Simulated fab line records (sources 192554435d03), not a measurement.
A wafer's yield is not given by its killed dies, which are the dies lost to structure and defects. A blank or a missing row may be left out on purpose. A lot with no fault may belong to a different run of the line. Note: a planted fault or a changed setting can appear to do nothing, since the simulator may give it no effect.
Which tool was responsible? / flow n5-finfet / 9 lots, 26 wafers sampled, at 5 steps of a route of 1938

WHAT THE GAUGES SHOWED, per wafer
N5_BEOL_M4_RC_MEAS_101. Usual: DIBL_N 36.5 mV/V, standard deviation 1.8; DIBL_P 36.5 mV/V, standard deviation 2.1; IOFF_N 0.17 nA/um, standard deviation 0.031; IOFF_P 0.22 nA/um, standard deviation 0.036; ION_N 677 uA/um, standard deviation 11; ION_P 463 uA/um, standard deviation 8; SS_N 71.6 mV/dec, standard deviation 0.61; SS_P 73.3 mV/dec, standard deviation 0.63; VT_N 249 mV, standard deviation 3.1; VT_P -250 mV, standard deviation 3.3.
lot=L158; measured=day 8 21:28; on=prober-01; DIBL_N (mV/V)=37.0 38.6 36.6; DIBL_P (mV/V)=36.2 39.5 36.2; IOFF_N (nA/um)=0.16 0.19 0.15; IOFF_P (nA/um)=0.20 0.25 0.20; ION_N (uA/um)=671 691 676; ION_P (uA/um)=458 474 469; SS_N (mV/dec)=71.6 71.3 70.8; SS_P (mV/dec)=73.5 74.3 73.4; VT_N (mV)=247 247 249; VT_P (mV)=-251 -247 -248; flag=
lot=L160; measured=day 9 20:15; on=prober-02; DIBL_N (mV/V)=35.0 35.7 33.9; DIBL_P (mV/V)=35.6 36.2 34.9; IOFF_N (nA/um)=0.13 0.15 0.13; IOFF_P (nA/um)=0.19 0.20 0.18; ION_N (uA/um)=667 678 675; ION_P (uA/um)=465 467 463; SS_N (mV/dec)=70.8 71.3 70.9; SS_P (mV/dec)=73.1 73.9 72.5; VT_N (mV)=249 249 251; VT_P (mV)=-251 -253 -251; flag=
lot=L163; measured=day 10 03:55; on=prober-01; DIBL_N (mV/V)=35.8 34.3 36.0; DIBL_P (mV/V)=36.4 34.1 36.2; IOFF_N (nA/um)=0.17 0.15 0.17; IOFF_P (nA/um)=0.23 0.21 0.24; ION_N (uA/um)=672 671 672; ION_P (uA/um)=466 465 467; SS_N (mV/dec)=71.5 70.8 71.8; SS_P (mV/dec)=73.6 72.8 74.1; VT_N (mV)=248 246 248; VT_P (mV)=-248 -248 -245; flag=
lot=L167; measured=day 11 07:36; on=prober-02; DIBL_N (mV/V)=38.1 38.4 34.5; DIBL_P (mV/V)=37.8 38.9 34.7; IOFF_N (nA/um)=0.17 0.19 0.12; IOFF_P (nA/um)=0.20 0.23 0.16; ION_N (uA/um)=675 684 672; ION_P (uA/um)=452 464 462; SS_N (mV/dec)=72.2 72.9 71.4; SS_P (mV/dec)=73.4 74.0 73.6; VT_N (mV)=251 248 252; VT_P (mV)=-251 -251 -255; flag=
lot=L169; measured=day 12 01:16; on=prober-01; DIBL_N (mV/V)=38.7 36.5 37.8; DIBL_P (mV/V)=39.2 36.5 38.0; IOFF_N (nA/um)=0.20 0.16 0.18; IOFF_P (nA/um)=0.24 0.19 0.21; ION_N (uA/um)=682 671 691; ION_P (uA/um)=463 458 462; SS_N (mV/dec)=71.7 71.4 71.4; SS_P (mV/dec)=74.4 73.7 73.2; VT_N (mV)=247 250 250; VT_P (mV)=-250 -252 -254; flag=
lot=L172; measured=day 12 13:29; on=prober-02; DIBL_N (mV/V)=38.7 35.6 38.0; DIBL_P (mV/V)=39.5 35.4 37.7; IOFF_N (nA/um)=0.19 0.13 0.17; IOFF_P (nA/um)=0.25 0.19 0.22; ION_N (uA/um)=680 669 669; ION_P (uA/um)=469 461 460; SS_N (mV/dec)=71.8 71.8 72.6; SS_P (mV/dec)=73.7 73.0 73.1; VT_N (mV)=247 253 249; VT_P (mV)=-249 -252 -249; flag=
lot=L173; measured=day 12 10:23; on=prober-02; DIBL_N (mV/V)=37.5 36.0 36.7; DIBL_P (mV/V)=38.0 36.8 37.7; IOFF_N (nA/um)=0.20 0.18 0.19; IOFF_P (nA/um)=0.29 0.27 0.30; ION_N (uA/um)=688 694 692; ION_P (uA/um)=475 482 478; SS_N (mV/dec)=72.0 71.0 71.7; SS_P (mV/dec)=73.8 73.5 73.9; VT_N (mV)=246 246 248; VT_P (mV)=-242 -243 -241; flag=
lot=L174; measured=day 13 18:14; on=prober-01; DIBL_N (mV/V)=35.3 34.3 34.7; DIBL_P (mV/V)=37.2 35.6 36.1; IOFF_N (nA/um)=0.15 0.13 0.14; IOFF_P (nA/um)=0.20 0.18 0.19; ION_N (uA/um)=679 677 675; ION_P (uA/um)=467 464 465; SS_N (mV/dec)=70.5 71.4 71.3; SS_P (mV/dec)=73.8 73.4 73.8; VT_N (mV)=250 251 250; VT_P (mV)=-252 -252 -250; flag=
lot=L175; measured=day 13 21:04; on=prober-02; DIBL_N (mV/V)=33.1 36.2; DIBL_P (mV/V)=32.2 36.9; IOFF_N (nA/um)=0.11 0.17; IOFF_P (nA/um)=0.17 0.22; ION_N (uA/um)=649 664; ION_P (uA/um)=458 463; SS_N (mV/dec)=70.5 72.0; SS_P (mV/dec)=72.9 72.4; VT_N (mV)=253 251; VT_P (mV)=-252 -249; flag=

WHICH TOOL RAN EACH LOT (tool, then ch and the chambers of the sampled wafers, then the start)
lot=L158; N5_FIN_SAQP_HM_OPEN_73=rie-diel-04 ch 0,1,3, day 2 21:47; N5_FIN_SAQP_COAT_68=litho-track-01 ch 0, day 3 00:22; N5_FIN_SAQP_STRIP_70=rie-diel-05 ch 1,3, day 3 00:35; N5_FIN_SAQP_STRIP_77=rie-diel-04 ch 0,2, day 3 01:27
lot=L160; N5_FIN_SAQP_HM_OPEN_73=rie-diel-03 ch 1,2, day 3 12:01; N5_FIN_SAQP_COAT_68=litho-track-01 ch 0, day 3 14:29; N5_FIN_SAQP_STRIP_70=rie-diel-05 ch 2,3, day 3 14:39; N5_FIN_SAQP_STRIP_77=rie-diel-03 ch 0,2, day 3 15:38
lot=L163; N5_FIN_SAQP_HM_OPEN_73=rie-diel-04 ch 2,3, day 4 06:08; N5_FIN_SAQP_COAT_68=litho-track-02 ch 0, day 4 08:55; N5_FIN_SAQP_STRIP_70=rie-diel-03 ch 0,3, day 4 09:15; N5_FIN_SAQP_STRIP_77=rie-diel-05 ch 0,1,2, day 4 10:15
lot=L167; N5_FIN_SAQP_HM_OPEN_73=rie-diel-04 ch 2,3, day 5 03:55; N5_FIN_SAQP_COAT_68=litho-track-01 ch 0, day 5 07:04; N5_FIN_SAQP_STRIP_70=rie-diel-04 ch 0,1,3, day 5 07:14; N5_FIN_SAQP_STRIP_77=rie-diel-04 ch 0,1,3, day 5 08:05
lot=L169; N5_FIN_SAQP_HM_OPEN_73=rie-diel-03 ch 1,2, day 5 16:46; N5_FIN_SAQP_COAT_68=litho-track-01 ch 0, day 5 19:19; N5_FIN_SAQP_STRIP_70=rie-diel-05 ch 0,3, day 5 19:28; N5_FIN_SAQP_STRIP_77=rie-diel-04 ch 0,3, day 5 20:28
lot=L172; N5_FIN_SAQP_HM_OPEN_73=rie-diel-05 ch 1,2, day 6 11:04; N5_FIN_SAQP_COAT_68=litho-track-05 ch 0, day 6 13:43; N5_FIN_SAQP_STRIP_70=rie-diel-05 ch 0,1,2, day 6 13:52; N5_FIN_SAQP_STRIP_77=rie-diel-04 ch 0,2, day 6 14:47
lot=L173; N5_FIN_SAQP_HM_OPEN_73=rie-diel-05 ch 0,2,3, day 6 15:45; N5_FIN_SAQP_COAT_68=litho-track-02 ch 0, day 6 18:38; N5_FIN_SAQP_STRIP_70=rie-diel-04 ch 2,3, day 6 18:48; N5_FIN_SAQP_STRIP_77=rie-diel-04 ch 2,3, day 6 19:58
lot=L174; N5_FIN_SAQP_HM_OPEN_73=rie-diel-03 ch 1,3, day 6 22:41; N5_FIN_SAQP_COAT_68=litho-track-02 ch 0, day 7 02:33; N5_FIN_SAQP_STRIP_70=rie-diel-04 ch 1,2,3, day 7 02:51; N5_FIN_SAQP_STRIP_77=rie-diel-03 ch 0,1,3, day 7 03:43
lot=L175; N5_FIN_SAQP_HM_OPEN_73=rie-diel-03 ch 0,3, day 7 04:45; N5_FIN_SAQP_COAT_68=litho-track-05 ch 0, day 7 07:30; N5_FIN_SAQP_STRIP_70=rie-diel-04 ch 2,3, day 7 07:40; N5_FIN_SAQP_STRIP_77=rie-diel-03 ch 0,2, day 7 08:40
- N5_FIN_SAQP_HM_OPEN_73: chemistry CHF3/O2, target SiO2, stops on a-Si, target depth 12 nm, time 16.8 s.
- N5_FIN_SAQP_COAT_68: time 60 s, resist thk 100 nm.
- N5_FIN_SAQP_STRIP_70: strips in N2/H2.
- N5_FIN_SAQP_STRIP_77: strips in N2/H2, time 90 s.

WHAT THE TOOLS THEMSELVES READ (means of the sampled wafers that have a number; where no wafer has one, the mark that the record gives instead)
N5_FIN_SAQP_HM_OPEN_73. Usual: bias-w 169.9 W, standard deviation 0.52; drypump-motor-current-A 5.8 A, standard deviation 0.39; oes-product-au 0.46 a.u., standard deviation 0.052; rf-vpp-V 526 V, standard deviation 11; showerhead-plenum-p-Torr 2.42 Torr, standard deviation 0.09; throttle-valve-pct 18.80 %, standard deviation 0.28.
lot=L158; tool=rie-diel-04; bias-w (W)=169.8; drypump-motor-current-A (A)=6.1; oes-product-au (a.u.)=0.48; rf-vpp-V (V)=523; showerhead-plenum-p-Torr (Torr)=2.48; throttle-valve-pct (%)=18.94; flag=
lot=L160; tool=rie-diel-03; bias-w (W)=170.2; drypump-motor-current-A (A)=5.8; oes-product-au (a.u.)=0.41; rf-vpp-V (V)=524; showerhead-plenum-p-Torr (Torr)=2.40; throttle-valve-pct (%)=19.04; flag=
lot=L163; tool=rie-diel-04; bias-w (W)=170.1; drypump-motor-current-A (A)=5.5; oes-product-au (a.u.)=0.44; rf-vpp-V (V)=537; showerhead-plenum-p-Torr (Torr)=2.36; throttle-valve-pct (%)=18.79; flag=
lot=L167; tool=rie-diel-04; bias-w (W)=169.6; drypump-motor-current-A (A)=5.6; oes-product-au (a.u.)=0.43; rf-vpp-V (V)=533; showerhead-plenum-p-Torr (Torr)=2.42; throttle-valve-pct (%)=18.88; flag=
lot=L169; tool=rie-diel-03; bias-w (W)=169.2; drypump-motor-current-A (A)=5.9; oes-product-au (a.u.)=0.47; rf-vpp-V (V)=516; showerhead-plenum-p-Torr (Torr)=2.35; throttle-valve-pct (%)=18.76; flag=
lot=L172; tool=rie-diel-05; bias-w (W)=170.4; drypump-motor-current-A (A)=5.3; oes-product-au (a.u.)=0.52; rf-vpp-V (V)=522; showerhead-plenum-p-Torr (Torr)=2.48; throttle-valve-pct (%)=18.55; flag=
lot=L173; tool=rie-diel-05; bias-w (W)=170.1; drypump-motor-current-A (A)=5.8; oes-product-au (a.u.)=0.50; rf-vpp-V (V)=525; showerhead-plenum-p-Torr (Torr)=2.50; throttle-valve-pct (%)=18.68; flag=
lot=L174; tool=rie-diel-03; bias-w (W)=169.3; drypump-motor-current-A (A)=5.7; oes-product-au (a.u.)=0.55; rf-vpp-V (V)=522; showerhead-plenum-p-Torr (Torr)=2.42; throttle-valve-pct (%)=18.76; flag=
lot=L175; tool=rie-diel-03; bias-w (W)=170.0; drypump-motor-current-A (A)=5.7; oes-product-au (a.u.)=0.49; rf-vpp-V (V)=520; showerhead-plenum-p-Torr (Torr)=2.43; throttle-valve-pct (%)=18.62; flag=

N5_FIN_SAQP_COAT_68. Usual: heater-power-total-W 500.4 W, standard deviation 1.8; spin-speed-rpm 1500.0 rpm, standard deviation 1.1.
lot=L158; tool=litho-track-01; heater-power-total-W (W)=500.1; spin-speed-rpm (rpm)=1499.3; flag=
lot=L160; tool=litho-track-01; heater-power-total-W (W)=501.6; spin-speed-rpm (rpm)=1500.8; flag=
lot=L163; tool=litho-track-02; heater-power-total-W (W)=500.8; spin-speed-rpm (rpm)=1501.5; flag=
lot=L167; tool=litho-track-01; heater-power-total-W (W)=500.9; spin-speed-rpm (rpm)=1533.8; flag=OFF
lot=L169; tool=litho-track-01; heater-power-total-W (W)=500.4; spin-speed-rpm (rpm)=1533.6; flag=OFF
lot=L172; tool=litho-track-05; heater-power-total-W (W)=499.5; spin-speed-rpm (rpm)=1499.7; flag=
lot=L173; tool=litho-track-02; heater-power-total-W (W)=499.3; spin-speed-rpm (rpm)=1499.5; flag=
lot=L174; tool=litho-track-02; heater-power-total-W (W)=500.2; spin-speed-rpm (rpm)=1499.7; flag=
lot=L175; tool=litho-track-05; heater-power-total-W (W)=498.8; spin-speed-rpm (rpm)=1499.0; flag=

N5_FIN_SAQP_STRIP_70. Usual: drypump-motor-current-A 5.8 A, standard deviation 0.39; oes-product-au 0.75 a.u., standard deviation 0.081; rf-vpp-V 122.0 V, standard deviation 1; showerhead-plenum-p-Torr 3.36 Torr, standard deviation 0.12; throttle-valve-pct 18.9 %, standard deviation 0.39.
lot=L158; tool=rie-diel-05; drypump-motor-current-A (A)=5.7; oes-product-au (a.u.)=0.74; rf-vpp-V (V)=120.7; showerhead-plenum-p-Torr (Torr)=3.26; throttle-valve-pct (%)=18.7; flag=
lot=L160; tool=rie-diel-05; drypump-motor-current-A (A)=5.3; oes-product-au (a.u.)=0.68; rf-vpp-V (V)=121.6; showerhead-plenum-p-Torr (Torr)=3.25; throttle-valve-pct (%)=19.0; flag=
lot=L163; tool=rie-diel-03; drypump-motor-current-A (A)=5.7; oes-product-au (a.u.)=0.71; rf-vpp-V (V)=122.3; showerhead-plenum-p-Torr (Torr)=3.41; throttle-valve-pct (%)=18.6; flag=
lot=L167; tool=rie-diel-04; drypump-motor-current-A (A)=6.1; oes-product-au (a.u.)=0.78; rf-vpp-V (V)=122.3; showerhead-plenum-p-Torr (Torr)=3.44; throttle-valve-pct (%)=19.0; flag=
lot=L169; tool=rie-diel-05; drypump-motor-current-A (A)=6.3; oes-product-au (a.u.)=0.79; rf-vpp-V (V)=122.0; showerhead-plenum-p-Torr (Torr)=3.48; throttle-valve-pct (%)=18.9; flag=
lot=L172; tool=rie-diel-05; drypump-motor-current-A (A)=5.8; oes-product-au (a.u.)=0.83; rf-vpp-V (V)=122.3; showerhead-plenum-p-Torr (Torr)=3.45; throttle-valve-pct (%)=18.9; flag=
lot=L173; tool=rie-diel-04; drypump-motor-current-A (A)=5.6; oes-product-au (a.u.)=0.72; rf-vpp-V (V)=122.3; showerhead-plenum-p-Torr (Torr)=3.30; throttle-valve-pct (%)=18.9; flag=
lot=L174; tool=rie-diel-04; drypump-motor-current-A (A)=5.8; oes-product-au (a.u.)=0.76; rf-vpp-V (V)=122.2; showerhead-plenum-p-Torr (Torr)=3.36; throttle-valve-pct (%)=18.8; flag=
lot=L175; tool=rie-diel-04; drypump-motor-current-A (A)=5.6; oes-product-au (a.u.)=0.71; rf-vpp-V (V)=121.3; showerhead-plenum-p-Torr (Torr)=3.33; throttle-valve-pct (%)=18.9; flag=

N5_FIN_SAQP_STRIP_77. Usual: drypump-motor-current-A 5.8 A, standard deviation 0.38; oes-product-au 0.76 a.u., standard deviation 0.081; rf-vpp-V 45.4 V, standard deviation 0.79; showerhead-plenum-p-Torr 3.39 Torr, standard deviation 0.12; throttle-valve-pct 12.26 %, standard deviation 0.29.
lot=L158; tool=rie-diel-04; drypump-motor-current-A (A)=6.1; oes-product-au (a.u.)=0.75; rf-vpp-V (V)=44.9; showerhead-plenum-p-Torr (Torr)=3.39; throttle-valve-pct (%)=12.51; flag=
lot=L160; tool=rie-diel-03; drypump-motor-current-A (A)=5.9; oes-product-au (a.u.)=0.72; rf-vpp-V (V)=44.9; showerhead-plenum-p-Torr (Torr)=3.30; throttle-valve-pct (%)=12.00; flag=
lot=L163; tool=rie-diel-05; drypump-motor-current-A (A)=5.8; oes-product-au (a.u.)=0.75; rf-vpp-V (V)=45.8; showerhead-plenum-p-Torr (Torr)=3.34; throttle-valve-pct (%)=12.26; flag=
lot=L167; tool=rie-diel-04; drypump-motor-current-A (A)=6.0; oes-product-au (a.u.)=0.77; rf-vpp-V (V)=45.9; showerhead-plenum-p-Torr (Torr)=3.46; throttle-valve-pct (%)=12.35; flag=
lot=L169; tool=rie-diel-04; drypump-motor-current-A (A)=6.2; oes-product-au (a.u.)=0.72; rf-vpp-V (V)=45.8; showerhead-plenum-p-Torr (Torr)=3.46; throttle-valve-pct (%)=12.63; flag=
lot=L172; tool=rie-diel-04; drypump-motor-current-A (A)=6.1; oes-product-au (a.u.)=0.72; rf-vpp-V (V)=45.2; showerhead-plenum-p-Torr (Torr)=3.38; throttle-valve-pct (%)=12.58; flag=
lot=L173; tool=rie-diel-04; drypump-motor-current-A (A)=5.6; oes-product-au (a.u.)=0.73; rf-vpp-V (V)=45.4; showerhead-plenum-p-Torr (Torr)=3.31; throttle-valve-pct (%)=12.30; flag=
lot=L174; tool=rie-diel-03; drypump-motor-current-A (A)=5.7; oes-product-au (a.u.)=0.84; rf-vpp-V (V)=46.4; showerhead-plenum-p-Torr (Torr)=3.41; throttle-valve-pct (%)=12.04; flag=
lot=L175; tool=rie-diel-03; drypump-motor-current-A (A)=5.8; oes-product-au (a.u.)=0.70; rf-vpp-V (V)=45.2; showerhead-plenum-p-Torr (Torr)=3.33; throttle-valve-pct (%)=12.07; flag=

THE ANSWER, worked out from the rows above alone
Rule: a lot is off if the mean of its wafers that have a number lies more than 3 standard deviations from the usual mean. Also off: a lot with no number at a reading for which 4 or more lots have one. All remaining lots with rows at the step are treated as sound. After the gauges, taken in route order, come the tools' own readings; for these a lot's mean is taken, as printed above. At the first step where some lot is off, the reading lying furthest off is the one used; lots without a number count as furthest.
Off: L167, L169 (N5_FIN_SAQP_COAT_68, spin-speed-rpm).
If a tool, at that step or one of the process steps before it, ran each lot that is off and ran no sound lot following the first of them, it fits. One fits: N5_FIN_SAQP_COAT_68 on litho-track-01. A fault onset in the window from L160 (day 3 14:29, its last sound lot) to L167 (day 5 07:04, its first lot off) fits.
The tool's own readings at N5_FIN_SAQP_COAT_68 bear it out: on the lots that are off they differ by more than 5 times the standard deviation of the sound lots' means. spin-speed-rpm reads 1533.7 rpm there against 1499.9 rpm on the sound lots.

WHAT HAD BEEN PUT IN BY THE SIMULATOR
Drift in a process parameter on litho-track-01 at N5_FIN_SAQP_COAT_68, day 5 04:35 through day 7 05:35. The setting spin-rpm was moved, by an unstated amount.
Lots struck among those shown: L167, L169. Same finding as the rule above.
